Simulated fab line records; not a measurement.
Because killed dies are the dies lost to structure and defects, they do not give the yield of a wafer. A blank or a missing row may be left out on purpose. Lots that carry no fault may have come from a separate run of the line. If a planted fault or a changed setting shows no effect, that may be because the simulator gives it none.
A struck lot beside a sound one	flow n5Finfet	13 out of 1938 route steps
Sound: wafers L561.1, L561.3, L561.5. Wafers L556.1, L556.4, L556.5 were the ones struck. The cause comes at the end.
Order at every step that has rows: each side's tool, ch and its chambers, its first start. Under that, the readings that differ: sound wafers	struck wafers	difference of the means	sigmas: that difference in standard deviations of wafers without a fault.
alike: words and numbers the same on both sides, and readings whose means are apart by under 2 such deviations; not compared: readings that were withheld, readings missing a value for some wafer, numbers with overlapping values and no deviation given by the record, and bounds like >300 which may hide the same value.
A row with sigmas, a row that says differs or no value, or rows on one side alone: a step with any of these is where the two part. Non-overlapping numbers with no deviation appear without sigmas and do not part them. Lack of a reading on every wafer of one side parts them only where that side has two or more wafers.

first, 9 steps without rows for these wafers: N5_BEOL_M4_SOFTBAKE_23 (time 60 s); N5_BEOL_M4_EXPOSE_25 (exposes mask V3, defocus 5 nm); N5_BEOL_M4_PEB_26 (peb time 60 s); N5_BEOL_M4_DEVELOP_27 (develop time 30 s); N5_BEOL_M4_DESCUM_33 (chemistry O2, time 7 s); N5_BEOL_M4_ETCH_77 (etches underlayer in N2/H2, target depth 6.5 nm, time 5.2 s); N5_BEOL_M4_ETCH_69 (etches SiARC in CF4, target depth 15.6 nm, time 26 s); N5_BEOL_M4_ALD_98 (deposits SiO2, target thk 2.5 nm, pulse time 1 s, co reactant pulse time 1 s); N5_BEOL_M4_ETCHBACK_99 (etches SiO2 in CHF3, target depth 5 nm, time 10.4 s).
N5_BEOL_M4_ETCH_70: etches SOC in N2/H2, target depth 80 nm, overetch 24 nm, time 130 s.
  sound on rieDiel-05 ch 0,2, day 13 18:02; struck on rieDiel-02 ch 1,2, day 11 20:53
reading	sound	struck	difference	sigmas
biasW (W)	149.3 149.4 150.2	125.5 125.4 126.3	-23.9	-56
rfVppV (V)	521.0 522.3 522.2	466.9 465.8 467.6	-55.1	-24
model.SiARC_of_BEOL_M4_COAT_68.thkNm (nm)	6 5.8 6	7.2 7.2 7.2	+1.3	
  alike: chamberPressureMTorr, drypumpMotorCurrentA, oesProductAu, rfFwdPowerW, showerheadPlenumPTorr, throttleValvePct
  not compared: rfHoursCounterH
then, 1 step without rows for these wafers: N5_BEOL_M4_STRIP_71 (strips in N2/H2).
N5_BEOL_M4_RC_MEAS_101:
  sound on prober-02 ch 0, day 13 22:45; struck on prober-02 ch 0, day 12 01:07
  alike: DIBL_N, DIBL_P, IOFF_N, IOFF_P, ION_N, ION_P, SS_N, SS_P, VT_N, VT_P
then, 1 step without rows for these wafers: N5_PASSIVATION_PROBE_49.

== WHERE THEY PART ==
At N5_BEOL_M4_ETCH_70 and nowhere else, as far as this record goes. Later steps at which nothing parts them and some readings are alike: N5_BEOL_M4_RC_MEAS_101.

WHY: the cause the simulator had injected
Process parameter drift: rieDiel-02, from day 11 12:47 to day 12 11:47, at N5_BEOL_M4_ETCH_70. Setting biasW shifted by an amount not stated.
